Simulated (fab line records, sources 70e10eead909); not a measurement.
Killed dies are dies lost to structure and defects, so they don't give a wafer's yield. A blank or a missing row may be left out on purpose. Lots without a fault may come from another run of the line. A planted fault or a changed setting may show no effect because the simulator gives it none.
Chamber matching | flow nand_harc | NHARC_A_STAIRCASE_TRIM_196 on rie_diel-05: 4 sister chambers
The step chemistry O2, time 211.2 s. 4 wafers are shown with their chamber, then 12 later ones without.

WAFERS WITH THEIR CHAMBER
wafer  | chamber | drypump_motor_current_A (A)
L090.6 | 1       | 6.2
L091.1 | 0       | 6.8
L091.3 | 3       | 5.2
L091.5 | 2       | 5.8

WAFERS WITHOUT THEIR CHAMBER
wafer  | drypump_motor_current_A (A)
L095.1 | 5.2
L095.2 | 6.7
L095.3 | 6.2
L095.4 | 6.2
L095.5 | 5.2
L095.6 | 6.7
L094.2 | 5.2
L094.4 | 6.7
L094.5 | 6.2
L097.1 | 5.8
L097.2 | 5.2
L097.5 | 5.8

WHICH CHAMBER EACH WENT THROUGH
wafer  | from the rows above | in truth
L095.1 | 3                   | 3
L095.2 | 0                   | 0
L095.3 | 1                   | 1
L095.4 | 1                   | 1
L095.5 | 3                   | 3
L095.6 | 0                   | 0
L094.2 | 3                   | 3
L094.4 | 0                   | 0
L094.5 | 1                   | 1
L097.1 | 2                   | 2
L097.2 | 3                   | 3
L097.5 | 2                   | 2
Placed correctly: 12 of 12. Can't be placed from these rows: 0. Placed wrongly: 0.
How it was worked out, from the rows above alone: a wafer's distance from a chamber is the root of the sum, over the readings, of the square of ((its reading less the chamber's mean) divided by the reading's scatter). The wafer belongs to the nearest chamber; if the next one is less than 2 further off, it can't be placed. A chamber's mean is the mean of its shown wafers. The scatter: with one shown wafer a chamber, the root of the mean of the squares of how far each hidden wafer lies from its nearest shown one.
